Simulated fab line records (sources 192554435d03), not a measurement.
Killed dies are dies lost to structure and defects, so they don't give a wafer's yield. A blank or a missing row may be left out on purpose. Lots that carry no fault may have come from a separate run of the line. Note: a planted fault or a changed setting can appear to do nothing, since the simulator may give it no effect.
fab line records -- flow n5Finfet
record lots=9, wafers=27, lastDay=17
route steps=1938 shown STI_FIN_REVEAL@190 DUMMY_GATE@221 BEOL_M4@1111 PASSIVATION@1936
lots with no fault: from the same line, run without faults
startH: hours from the record's first day to the start of the lot's first wafer shown -- waitH: time in hours since the lot's previous step -- " the same as in the row above -- L1.1+2: a row that stands for several wafers -- - no value present, or no start provided -- * or withheld: withheld -- < > ~ a bound
route shown NAME@n: a module of which the file shows steps, and the number in the route of the first -- usual: average and standard deviation across the fault-free wafers -- same: alike in all rows -- chamber/n: place in a boat -- sites: readings site by site -- _std_site: standard deviation across them -- _edge_site: outer sites' mean less inner sites' -- radiusMm: how far each site lies from the wafer's centre -- mask NAME#n: copy n -- behind: the most recent tool/chamber to have shaped the wafer -- hold: why the lot went on hold/how many hours it stayed there/how the hold came to an end -- device: transistor that didn't switch, given as n, p or np -- end of line: the tests these same wafers got at the end of their route -- for a step that has no rows: nothing shown but its recipe -- killed: not the wafer's yield, but the dies lost to structure and defects at the first sort -- map: a wafer's dies, marking killed ones x, the rest . and places with no die _
set.NAME: the setting the step ran with; set.NAME@STEP: the setting that earlier step ran with -- model.NAME: the simulator's own value behind a step, which no gauge read
the route's steps for a sample of lots (tables are steps, rows are wafers)
services: from which hour (startH, from the record's first day; less than 0 if before it) a tool's chamber was out of use, for how many hours, and why
## steps
# step N5_STI_FIN_REVEAL_ETCHBACK_08
# recipe chemistry=C4F6/O2, target=SiO2, targetDepthA=305, timeS=10.167, ionEnergyEv=250, pressureMtorr=30, sourceW=345, biasW=185, Ar_flow_sccm=300, C4F6_flow_sccm=10, O2_flow_sccm=10
# usual C4F6_flow_sccm=10.00/0.031, drypumpMotorCurrentA=6.0/0.39, oesProductAu=0.76/0.073, rfVppV=666/6.5, showerheadPlenumPTorr=2.86/0.068, throttleValvePct=21.25/0.16
lot.wafer,tool,chamber,startH,waitH,C4F6_flow_sccm,drypumpMotorCurrentA,oesProductAu,rfHoursCounterH,rfVppV,showerheadPlenumPTorr,throttleValvePct
L640.1,rieDiel-01,2,32.75,0.2,10.03,5.9,0.80,89,669,2.89,20.98
L640.3,rieDiel-01,0,32.75,0.2,9.98,6.4,0.66,233,669,2.70,21.57
L640.5,rieDiel-01,0,32.75,0.2,10.02,6.4,0.66,-,669,2.70,21.57
L641.3,rieDiel-04,2,40.97,0.1,10.05,5.2,0.76,150,654,2.85,21.44
L641.5,rieDiel-04,3,40.97,0.1,9.98,6.1,0.72,-,656,2.82,21.16
L641.6,rieDiel-04,0,40.97,0.1,10.09,5.4,0.73,-,671,2.83,21.09
L646.1,rieDiel-01,0,71.45,0.2,10.02,6.5,0.66,249,668,2.69,21.61
L646.2,rieDiel-01,3,71.45,0.2,10.04,6.1,0.95,13,663,2.91,21.22
L646.6,rieDiel-01,2,71.45,0.2,10.00,5.9,0.79,-,670,2.88,21.02
L647.2,rieDiel-03,3,76.75,0.2,9.98,6.1,0.72,202,674,2.81,21.14
L647.4,rieDiel-03,0,76.75,0.2,9.98,5.5,0.71,192,658,2.94,21.06
L647.5,rieDiel-03,0,76.75,0.2,10.01,5.5,0.72,-,658,2.94,21.08
L648.3,rieDiel-01,2,84.69,0.2,10.03,5.9,0.78,112,668,2.88,21.02
L648.4,rieDiel-01,2,84.69,0.2,10.04,5.9,0.78,-,670,2.88,21.00
L648.5,rieDiel-01,3,84.69,0.2,10.00,6.1,0.92,-,663,2.90,21.24
L653.2,rieDiel-03,0,113.76,0.2,10.01,5.5,0.70,207,659,2.93,21.10
L653.3,rieDiel-03,3,113.76,0.2,9.96,6.2,0.72,212,674,2.81,21.15
L653.4,rieDiel-03,2,113.76,0.2,10.10,5.8,0.72,158,666,2.83,21.24
L654.3,rieDiel-01,1,118.40,0.2,9.98,6.6,0.74,180,666,2.83,21.42
L654.4,rieDiel-01,2,118.40,0.2,10.02,5.9,0.77,125,669,2.87,21.03
L654.5,rieDiel-01,2,118.40,0.2,10.02,5.9,0.78,-,670,2.87,21.04
L658.1,rieDiel-04,0,143.81,0.2,10.03,5.4,0.70,214,668,2.82,21.11
L658.4,rieDiel-04,2,143.81,0.2,10.00,5.1,0.73,176,654,2.84,21.46
L658.5,rieDiel-04,3,143.81,0.2,9.99,6.0,0.69,-,656,2.81,21.22
L661.2,rieDiel-03,1,160.16,0.3,9.94,6.0,0.68,243,668,2.80,21.49
L661.4,rieDiel-03,2,160.16,0.3,10.03,5.8,0.71,-,665,2.82,21.23
L661.6,rieDiel-03,3,160.16,0.3,10.04,6.2,0.70,-,673,2.80,21.17
# step N5_STI_FIN_REVEAL_CD_MEAS_22
# recipe targetCdNm=6.238, pitchNm=28, polarity=line
# usual cdNm=6.24/0.23
lot.wafer,tool,chamber,startH,waitH,cdNm
L640.1,cdSem-02,-,35.69,0.0,5.87
L640.3,cdSem-02,-,35.69,0.0,5.87
L640.5,cdSem-02,-,35.69,0.0,5.84
L641.3,cdSem-01,-,43.90,0.0,6.47
L641.5,cdSem-01,-,43.90,0.0,5.73
L641.6,cdSem-01,-,43.90,0.0,6.05
L646.1,cdSem-03,-,74.40,0.0,6.09
L646.2,cdSem-03,-,74.40,0.0,5.84
L646.6,cdSem-03,-,74.40,0.0,5.69
L647.2,cdSem-02,-,79.69,0.0,6.64
L647.4,cdSem-02,-,79.69,0.0,6.38
L647.5,cdSem-02,-,79.69,0.0,5.91
L648.3,cdSem-03,-,87.68,0.0,6.36
L648.4,cdSem-03,-,87.68,0.0,6.75
L648.5,cdSem-03,-,87.68,0.0,6.06
L653.2,cdSem-03,-,116.69,0.0,6.45
L653.3,cdSem-03,-,116.69,0.0,6.27
L653.4,cdSem-03,-,116.69,0.0,6.55
L654.3,cdSem-02,-,121.33,0.0,6.33
L654.4,cdSem-02,-,121.33,0.0,6.19
L654.5,cdSem-02,-,121.33,0.0,6.23
L658.1,cdSem-03,-,146.98,0.0,6.33
L658.4,cdSem-03,-,146.98,0.0,5.70
L658.5,cdSem-03,-,146.98,0.0,6.19
L661.2,cdSem-02,-,163.09,0.0,6.31
L661.4,cdSem-02,-,163.09,0.0,6.47
L661.6,cdSem-02,-,163.09,0.0,6.17
# step N5_STI_FIN_REVEAL_FIN_H_MEAS_10
# usual trenchDepthNm=52.0/0.64
lot.wafer,tool,chamber,startH,waitH,trenchDepthNm
L640.1,ocd-01,-,35.72,0.0,51.9
L640.3,ocd-01,-,35.72,0.0,51.3
L640.5,ocd-01,-,35.72,0.0,50.7
L641.3,ocd-02,-,43.93,0.0,52.7
L641.5,ocd-02,-,43.93,0.0,51.6
L641.6,ocd-02,-,43.93,0.0,52.1
L646.1,ocd-01,-,74.43,0.0,51.0
L646.2,ocd-01,-,74.43,0.0,53.2
L646.6,ocd-01,-,74.43,0.0,52.1
L647.2,ocd-02,-,79.72,0.0,51.5
L647.4,ocd-02,-,79.72,0.0,51.6
L647.5,ocd-02,-,79.72,0.0,52.1
L648.3,ocd-02,-,87.71,0.0,53.6
L648.4,ocd-02,-,87.71,0.0,52.8
L648.5,ocd-02,-,87.71,0.0,53.4
L653.2,ocd-01,-,116.72,0.0,51.9
L653.3,ocd-01,-,116.72,0.0,52.0
L653.4,ocd-01,-,116.72,0.0,51.5
L654.3,ocd-01,-,121.36,0.0,51.8
L654.4,ocd-01,-,121.36,0.0,51.7
L654.5,ocd-01,-,121.36,0.0,52.5
L658.1,ocd-02,-,147.01,0.0,50.8
L658.4,ocd-02,-,147.01,0.0,50.6
L658.5,ocd-02,-,147.01,0.0,50.8
L661.2,ocd-01,-,163.12,0.0,51.4
L661.4,ocd-01,-,163.12,0.0,51.6
L661.6,ocd-01,-,163.12,0.0,52.1
# step N5_DUMMY_GATE_PECVD_30
# recipe material=SiO2, targetThkA=550, tempC=400, precursor=TEOS/O2, pressureTorr=6.5, rfW=withheld, teosFlowSccm=withheld, gas=O2, flowSccm=2650, timeS=10.8
# usual chamberPressureTorr=6.501/0.014
lot.wafer,tool,chamber,startH,waitH,chamberPressureTorr,sinceWetCleanH
L640.1,pecvd-03,0,43.96,0.0,6.511,929
L640.3,pecvd-03,1,43.96,0.0,6.495,1654
L640.5,pecvd-03,2,43.96,0.0,6.486,-
L641.3,pecvd-03,1,52.17,0.0,6.516,1662
L641.5,pecvd-03,0,52.17,0.0,6.516,-
L641.6,pecvd-03,2,52.17,0.0,6.493,-
L646.1,pecvd-03,0,82.67,0.0,-,-
L646.2,pecvd-03,1,82.67,0.0,-,-
L646.6,pecvd-03,0,82.67,0.0,-,-
L647.2,pecvd-04,1,87.97,0.0,-,-
L647.4,pecvd-04,2,87.97,0.0,-,-
L647.5,pecvd-04,0,87.97,0.0,-,-
L648.3,pecvd-03,0,98.82,0.0,-,-
L648.4,pecvd-03,2,98.82,0.0,-,-
L648.5,pecvd-03,0,98.82,0.0,-,-
L653.2,pecvd-04,1,124.98,0.0,6.507,1373
L653.3,pecvd-04,2,124.98,0.0,6.497,2098
L653.4,pecvd-04,0,124.98,0.0,6.499,-
L654.3,pecvd-03,1,129.63,0.0,6.535,1740
L654.4,pecvd-03,2,129.63,0.0,6.502,-
L654.5,pecvd-03,1,129.63,0.0,6.525,-
L658.1,pecvd-03,1,156.65,0.0,6.493,1767
L658.4,pecvd-03,0,156.65,0.0,6.522,-
L658.5,pecvd-03,1,156.65,0.0,6.481,-
L661.2,pecvd-03,1,173.32,0.0,6.514,1783
L661.4,pecvd-03,0,173.32,0.0,6.505,-
L661.6,pecvd-03,1,173.32,0.0,6.522,-
# step N5_DUMMY_GATE_CD_MEAS_24
# recipe targetCdNm=15
# usual cdNm=15.0/0.31
lot.wafer,tool,chamber,startH,waitH,cdNm
L640.1,cdSem-01,-,45.40,0.1,14.8
L640.3,cdSem-01,-,45.40,0.1,15.1
L640.5,cdSem-01,-,45.40,0.1,14.8
L641.3,cdSem-03,-,53.51,0.1,15.2
L641.5,cdSem-03,-,53.51,0.1,14.9
L641.6,cdSem-03,-,53.51,0.1,14.6
L646.1,cdSem-03,-,85.03,0.1,-
L646.2,cdSem-03,-,85.03,0.1,-
L646.6,cdSem-03,-,85.03,0.1,-
L647.2,cdSem-03,-,89.29,0.1,-
L647.4,cdSem-03,-,89.29,0.1,-
L647.5,cdSem-03,-,89.29,0.1,-
L648.3,cdSem-02,-,100.31,0.1,-
L648.4,cdSem-02,-,100.31,0.1,-
L648.5,cdSem-02,-,100.31,0.1,-
L653.2,cdSem-02,-,126.33,0.1,15.2
L653.3,cdSem-02,-,126.33,0.1,14.4
L653.4,cdSem-02,-,126.33,0.1,15.0
L654.3,cdSem-02,-,131.10,0.1,14.5
L654.4,cdSem-02,-,131.10,0.1,14.8
L654.5,cdSem-02,-,131.10,0.1,15.5
L658.1,cdSem-02,-,157.97,0.1,15.2
L658.4,cdSem-02,-,157.97,0.1,15.4
L658.5,cdSem-02,-,157.97,0.1,15.8
L661.2,cdSem-03,-,174.78,0.1,15.6
L661.4,cdSem-03,-,174.78,0.1,15.1
L661.6,cdSem-03,-,174.78,0.1,15.5
# step N5_DUMMY_GATE_INSPECT_27
# recipe inspectInstrument=brightfield, mode=aei
# usual rawDefectCount=297/66
lot.wafer,tool,chamber,startH,waitH,rawDefectCount
L640.1,defectInspect-02,-,45.96,0.0,236
L640.3,defectInspect-02,-,45.96,0.0,243
L640.5,defectInspect-02,-,45.96,0.0,245
L641.3,defectInspect-01,-,53.79,0.0,350
L641.5,defectInspect-01,-,53.79,0.0,264
L641.6,defectInspect-01,-,53.79,0.0,242
L646.1,defectInspect-02,-,85.38,0.0,2534
L646.2,defectInspect-02,-,85.38,0.0,2601
L646.6,defectInspect-02,-,85.38,0.0,2697
L647.2,defectInspect-02,-,89.61,0.0,2683
L647.4,defectInspect-02,-,89.61,0.0,2692
L647.5,defectInspect-02,-,89.61,0.0,2776
L648.3,defectInspect-01,-,100.70,0.0,2579
L648.4,defectInspect-01,-,100.70,0.0,2569
L648.5,defectInspect-01,-,100.70,0.0,2688
L653.2,defectInspect-02,-,126.69,0.0,274
L653.3,defectInspect-02,-,126.69,0.0,218
L653.4,defectInspect-02,-,126.69,0.0,265
L654.3,defectInspect-02,-,131.38,0.0,268
L654.4,defectInspect-02,-,131.38,0.0,309
L654.5,defectInspect-02,-,131.38,0.0,221
L658.1,defectInspect-01,-,158.33,0.0,278
L658.4,defectInspect-01,-,158.33,0.0,221
L658.5,defectInspect-01,-,158.33,0.0,332
L661.2,defectInspect-01,-,175.22,0.0,284
L661.4,defectInspect-01,-,175.22,0.0,308
L661.6,defectInspect-01,-,175.22,0.0,447
# step N5_BEOL_M4_RC_MEAS_101
# usual DIBL_N=36.3/1.2, DIBL_P=36.7/1.5, IOFF_N=0.164/0.02, IOFF_P=0.214/0.024, ION_N=673/8.5, ION_P=461/5.9, SS_N=71.6/0.44, SS_P=73.3/0.55, VT_N=249.4/2.4, VT_P=-250.0/2.3
lot.wafer,tool,chamber,startH,waitH,DIBL_N[mV/V],DIBL_P[mV/V],IOFF_N[nA/um],IOFF_P[nA/um],ION_N[uA/um],ION_P[uA/um],SS_N[mV/dec],SS_P[mV/dec],VT_N[mV],VT_P[mV]
L640.1,prober-01,0,158.09,0.0,36.3,35.8,0.162,0.194,674,458,71.9,73.4,249.4,-251.8
L640.3,prober-01,0,158.09,0.0,35.6,34.9,0.149,0.182,654,449,71.7,73.3,250.6,-255.3
L640.5,prober-01,0,158.09,0.0,36.4,35.2,0.160,0.188,655,453,71.4,74.0,249.2,-251.0
L641.3,prober-02,0,172.04,0.3,36.6,35.3,0.157,0.211,666,463,71.3,72.8,249.4,-248.3
L641.5,prober-02,0,172.04,0.3,36.5,34.2,0.150,0.201,667,459,72.1,73.1,252.6,-251.7
L641.6,prober-02,0,172.04,0.3,37.0,35.8,0.172,0.227,672,464,71.7,73.0,248.8,-248.0
L654.3,prober-01,0,254.05,0.3,37.2,36.8,0.174,0.223,675,460,72.2,73.9,251.4,-249.7
L654.4,prober-01,0,254.05,0.3,36.6,36.3,0.165,0.218,671,460,71.4,73.3,248.3,-249.7
L654.5,prober-01,0,254.05,0.3,36.7,36.4,0.160,0.224,678,467,72.6,73.4,253.3,-249.6
L653.2,prober-02,0,254.19,0.2,36.5,37.6,0.160,0.190,662,452,71.1,73.3,250.8,-252.2
L653.3,prober-02,0,254.19,0.2,37.9,39.0,0.177,0.217,671,462,71.5,73.3,249.7,-253.4
L653.4,prober-02,0,254.19,0.2,38.2,39.6,0.188,0.213,659,452,72.3,73.2,244.9,-249.8
L658.1,prober-01,0,280.96,0.0,33.7,35.5,0.131,0.181,664,458,71.2,72.7,252.4,-252.3
L658.4,prober-01,0,280.96,0.0,32.4,33.5,0.114,0.160,662,455,71.1,72.2,254.5,-253.9
L658.5,prober-01,0,280.96,0.0,34.8,36.5,0.151,0.200,660,454,70.9,73.3,249.7,-249.8
L661.2,prober-01,0,300.19,0.2,36.0,36.4,0.163,0.219,675,461,71.3,73.2,246.9,-248.3
L661.4,prober-01,0,300.19,0.2,37.5,38.9,0.194,0.256,671,460,71.9,73.7,245.0,-248.7
L661.6,prober-01,0,300.19,0.2,36.9,38.2,0.180,0.244,674,465,71.4,73.9,247.3,-248.9
# step N5_PASSIVATION_PROBE_49
# usual defectLimitedYield=91.2/1.5, killed_at_M0_to_M3=35/11, killed_at_M4_up=13/5.6, killedAtContacts=13/6.3, killedAtFrontEnd=38/12, killedAtOther=3.7/2.9, killedDies=104/18, killedOnRim=14/3.8, killedOpen=69/13, killedShort=34/8.3, sort_bin_5_function=5.2/0.95, sort_bin_6_memory=3.3/0.68, sortNPass=1076/18, sortYieldPct=91.2/1.5
# same grossDies=1180, killedAtBackSide=0, sort_bin_4_leakage[%]=0, sort_bin_8_speed[%]=0
lot.wafer,tool,chamber,startH,waitH,defectLimitedYield[%],killed_at_M0_to_M3,killed_at_M4_up,killedAtContacts,killedAtFrontEnd,killedAtOther,killedDies,killedOnRim,killedOpen,killedShort,sort_bin_5_function[%],sort_bin_6_memory[%],sortNPass,sortYieldPct[%]
L646.1,prober-01,-,305.57,0.0,0,6,0,1,1172,1,1180,152,11,9,72.4,3.1,0,0
L646.2,prober-01,-,305.62,0.1,0,6,3,3,1165,3,1180,152,13,4,75.2,2.0,0,0
L646.6,prober-01,-,305.82,0.3,0,7,3,1,1168,1,1180,152,10,7,73.1,2.9,0,0
L647.2,prober-02,-,333.00,0.1,0,5,1,3,1171,0,1180,152,13,8,73.5,3.3,0,0
L647.4,prober-02,-,333.10,0.2,0,10,1,4,1165,0,1180,152,16,6,72.6,4.1,0,0
L647.5,prober-02,-,333.15,0.2,0,8,3,9,1160,0,1180,152,19,10,75.9,3.2,0,0
L648.3,prober-01,-,333.66,0.1,0,5,3,2,1170,0,1180,152,14,5,74.0,2.4,0,0
L648.4,prober-01,-,333.71,0.2,0,8,2,7,1163,0,1180,152,21,6,73.4,3.0,0,0
L648.5,prober-01,-,333.76,0.2,0,4,4,5,1165,2,1180,152,16,7,72.7,2.6,0,0
L653.2,prober-01,-,359.80,0.1,89.9,50,17,10,41,1,119,13,73,45,5.6,4.0,1061,89.9
L653.3,prober-01,-,359.85,0.1,90.0,47,15,12,42,2,118,22,78,39,5.2,4.5,1062,90.0
L653.4,prober-01,-,359.90,0.2,91.0,32,10,13,47,4,106,12,70,36,5.2,3.6,1074,91.0
L654.3,prober-01,-,362.83,0.1,93.4,28,6,11,26,7,78,8,53,25,3.9,2.5,1102,93.4
L654.4,prober-01,-,362.88,0.2,92.5,29,5,14,35,6,89,14,62,27,3.7,3.6,1091,92.5
L654.5,prober-01,-,362.93,0.2,92.9,30,4,1,38,11,84,11,52,32,4.2,2.9,1096,92.9
L658.1,prober-02,-,394.17,0.0,91.3,35,19,18,23,8,103,22,66,35,5.1,3.4,1077,91.3
L658.5,prober-02,-,394.37,0.2,88.5,54,24,25,32,1,136,17,95,40,7.1,4.2,1044,88.5
# killed by level:class
L646.1 DUMMY_GATE:lostPattern=1155 DUMMY_GATE:areaPecvd=5 FIN_SAQP:geometricParticle:short=4 STI_FIN_REVEAL:geometricParticle:open=3 FIN_SAQP:geometricParticle:open=1 FIN_CUT:geometricParticle:open=1 STI_FIN_REVEAL:geometricParticle:short=1 DUMMY_GATE:geometricParticle:short=1
L646.2 DUMMY_GATE:lostPattern=1156 DUMMY_GATE:areaPecvd=7 MOL_CONTACT_COAG:geometricParticle:open=3 BEOL_M8:geometricParticle:open=3 BEOL_M0:geometricParticle:open=3 BEOL_M1:geometricParticle:open=2 FIN_SAQP:geometricParticle:short=1 GATE_CUT:geometricParticle:short=1
L646.6 DUMMY_GATE:lostPattern=1162 FIN_SAQP:geometricParticle:short=2 BEOL_M0_SAQP:geometricParticle:short=2 BEOL_M0:geometricParticle:open=2 BEOL_M1:geometricParticle:short=2 FIN_SAQP:geometricParticle:open=1 DUMMY_GATE:geometricParticle:open=1 MOL_CONTACT_COAG:geometricParticle:open=1
L647.2 DUMMY_GATE:lostPattern=1151 DUMMY_GATE:areaPecvd=8 FIN_SAQP:geometricParticle:short=5 FIN_SAQP:geometricParticle:open=4 MOL_CONTACT_COAG:geometricParticle:open=3 BEOL_M0_SAQP:geometricParticle:open=2 BEOL_M0_SAQP:geometricParticle:short=2 STI_FIN_REVEAL:geometricParticle:open=1
L647.4 DUMMY_GATE:lostPattern=1151 DUMMY_GATE:areaPecvd=7 STI_FIN_REVEAL:geometricParticle:open=4 BEOL_M0_SAQP:geometricParticle:open=4 BEOL_M0_SAQP:geometricParticle:short=4 MOL_CONTACT_COAG:geometricParticle:open=3 FIN_SAQP:geometricParticle:open=2 FIN_SAQP:geometricParticle:short=1
L647.5 DUMMY_GATE:lostPattern=1146 MOL_CONTACT_COAG:geometricParticle:open=8 FIN_SAQP:geometricParticle:short=5 DUMMY_GATE:areaPecvd=5 FIN_SAQP:geometricParticle:open=3 BEOL_M0_SAQP:geometricParticle:short=3 BEOL_M0_SAQP:geometricParticle:open=2 BEOL_M2:geometricParticle:open=2
L648.3 DUMMY_GATE:lostPattern=1156 FIN_SAQP:geometricParticle:open=6 DUMMY_GATE:areaPecvd=5 BEOL_M4:geometricParticle:open=2 MOL_CONTACT_COAG:geometricParticle:open=2 BEOL_M0_SAQP:geometricParticle:short=2 FIN_SAQP:geometricParticle:short=1 STI_FIN_REVEAL:geometricParticle:open=1
L648.4 DUMMY_GATE:lostPattern=1143 DUMMY_GATE:areaPecvd=10 MOL_CONTACT_COAG:geometricParticle:open=7 FIN_SAQP:geometricParticle:open=4 BEOL_M0_SAQP:geometricParticle:open=4 FIN_SAQP:geometricParticle:short=3 DUMMY_GATE:geometricParticle:open=1 GATE_CUT:geometricParticle:short=1
L648.5 DUMMY_GATE:lostPattern=1154 FIN_SAQP:geometricParticle:open=5 MOL_CONTACT_COAG:geometricParticle:open=4 DUMMY_GATE:areaPecvd=3 BEOL_M4:geometricParticle:open=2 FIN_SAQP:geometricParticle:short=1 GATE_CUT:geometricParticle:open=1 MOL_CONTACT_COAG:geometricParticle:short=1
L653.2 STI_FIN_REVEAL:geometricParticle:open=12 BEOL_M2:geometricParticle:open=10 BEOL_M0_SAQP:geometricParticle:open=10 BEOL_M1:geometricParticle:open=9 BEOL_M4:geometricParticle:open=9 STI_FIN_REVEAL:geometricParticle:short=8 BEOL_M0_SAQP:geometricParticle:short=8 MOL_CONTACT_COAG:geometricParticle:short=5
L653.3 BEOL_M1:geometricParticle:open=16 BEOL_M0_SAQP:geometricParticle:short=12 FIN_SAQP:geometricParticle:open=10 STI_FIN_REVEAL:geometricParticle:open=10 MOL_CONTACT_COAG:geometricParticle:open=9 BEOL_M0_SAQP:geometricParticle:open=8 FIN_SAQP:geometricParticle:short=5 BEOL_M5:geometricParticle:open=5
L653.4 STI_FIN_REVEAL:geometricParticle:open=19 BEOL_M1:geometricParticle:open=10 MOL_CONTACT_COAG:geometricParticle:open=10 BEOL_M3:geometricParticle:open=8 FIN_SAQP:geometricParticle:open=6 FIN_SAQP:geometricParticle:short=6 BEOL_M0_SAQP:geometricParticle:open=4 BEOL_M5:geometricParticle:short=4
L654.3 MOL_CONTACT_COAG:geometricParticle:open=7 BEOL_M3:geometricParticle:open=6 STI_FIN_REVEAL:geometricParticle:open=5 BEOL_M1:geometricParticle:open=5 MOL_CONTACT_COAG:geometricParticle:short=4 BEOL_M0_SAQP:geometricParticle:open=4 BEOL_M0:geometricParticle:open=4 FIN_SAQP:geometricParticle:open=3
L654.4 STI_FIN_REVEAL:geometricParticle:open=10 MOL_CONTACT_COAG:geometricParticle:open=10 BEOL_M0:geometricParticle:open=7 BEOL_M3:geometricParticle:open=7 GATE_CUT:geometricParticle:short=5 DUMMY_GATE:geometricParticle:open=4 BEOL_M2:geometricParticle:open=4 MOL_CONTACT_COAG:geometricParticle:short=4
L654.5 BEOL_M0_SAQP:geometricParticle:short=9 STI_FIN_REVEAL:geometricParticle:open=8 GATE_CUT:geometricParticle:short=7 FIN_SAQP:geometricParticle:open=6 FIN_SAQP:geometricParticle:short=5 DUMMY_GATE:geometricParticle:open=5 BEOL_M0_SAQP:geometricParticle:open=5 BEOL_M2:geometricParticle:open=5
L658.1 MOL_CONTACT_COAG:geometricParticle:open=14 BEOL_M4:geometricParticle:open=11 BEOL_M0_SAQP:geometricParticle:open=10 BEOL_M0_SAQP:geometricParticle:short=10 BEOL_M2:geometricParticle:open=6 STI_FIN_REVEAL:geometricParticle:open=4 MOL_CONTACT_COAG:geometricParticle:short=4 PASS1_CAP:geometricParticle:open=4
L658.5 MOL_CONTACT_COAG:geometricParticle:open=22 BEOL_M0_SAQP:geometricParticle:short=17 BEOL_M4:geometricParticle:open=16 BEOL_M0_SAQP:geometricParticle:open=13 STI_FIN_REVEAL:geometricParticle:open=11 BEOL_M3:geometricParticle:open=9 BEOL_M1:geometricParticle:open=6 GATE_CUT:geometricParticle:open=5
## services
tool,chamber,startH,hours,kind
rieDiel-01,3,21.17,-,clean
rieDiel-01,3,21.17,-,consumableReplace:focusRing
rieDiel-01,3,21.17,15.2,scheduledDown
rieDiel-01,3,21.17,15.2,ventCycle
pecvd-03,1,24.03,6.8,repair
pecvd-03,2,24.84,2.1,scheduledDown
pecvd-03,-,27.97,0.9,repair
rieDiel-04,2,44.97,6.9,repair
pecvd-04,-,56.13,2.8,pm
rieDiel-04,-,59.15,0.5,repair
rieDiel-04,-,63.20,14.6,pm
rieDiel-01,0,73.23,-,clean
rieDiel-01,0,73.23,-,consumableReplace:focusRing
rieDiel-01,0,73.23,-,consumableReplace:showerhead
rieDiel-01,0,73.23,15.8,scheduledDown
rieDiel-01,0,73.23,15.8,ventCycle
rieDiel-03,3,90.78,8.7,repair
pecvd-04,-,112.14,0.4,repair
rieDiel-03,2,120.65,6.2,repair
rieDiel-01,1,121.10,5.2,repair
pecvd-04,-,140.80,0.6,repair
rieDiel-03,0,155.80,6.7,repair
pecvd-03,2,166.60,19.3,repair
pecvd-04,-,172.05,0.9,repair
## key
firstSign step=N5_DUMMY_GATE_PECVD_30, reading=toolRecord, direction=missing
effect step=N5_DUMMY_GATE_CD_MEAS_24, reading=cdNm, direction=missing
effect step=N5_DUMMY_GATE_INSPECT_27, reading=rawDefectCount, direction=up, sigmas=35, usual=297, struck=2647
effect step=N5_PASSIVATION_PROBE_49, reading=killedAtFrontEnd, direction=up, sigmas=91, usual=38, struck=1167
metAt N5_DUMMY_GATE_PECVD_30
struckLots L646,L647,L648
laterRowsLeftOut L646.1,L646.2,L646.6,L647.2,L647.4,L647.5,L648.3,L648.4,L648.5
notActingAt N5_STI_FIN_REVEAL_ETCHBACK_08,N5_STI_FIN_REVEAL_CD_MEAS_22,N5_STI_FIN_REVEAL_FIN_H_MEAS_10
onsetBetween 52.17 82.67
fault kind=skippedStepWhole, tool=pecvd-03,pecvd-04, chamber=-, onsetH=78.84, steps=N5_DUMMY_GATE_PECVD_30, scope=struckLotsOnly
# laterRowsLeftOut: the simulator's readings of these wafers behind a module that went badly wrong aren't trusted and aren't shown, but for the sort
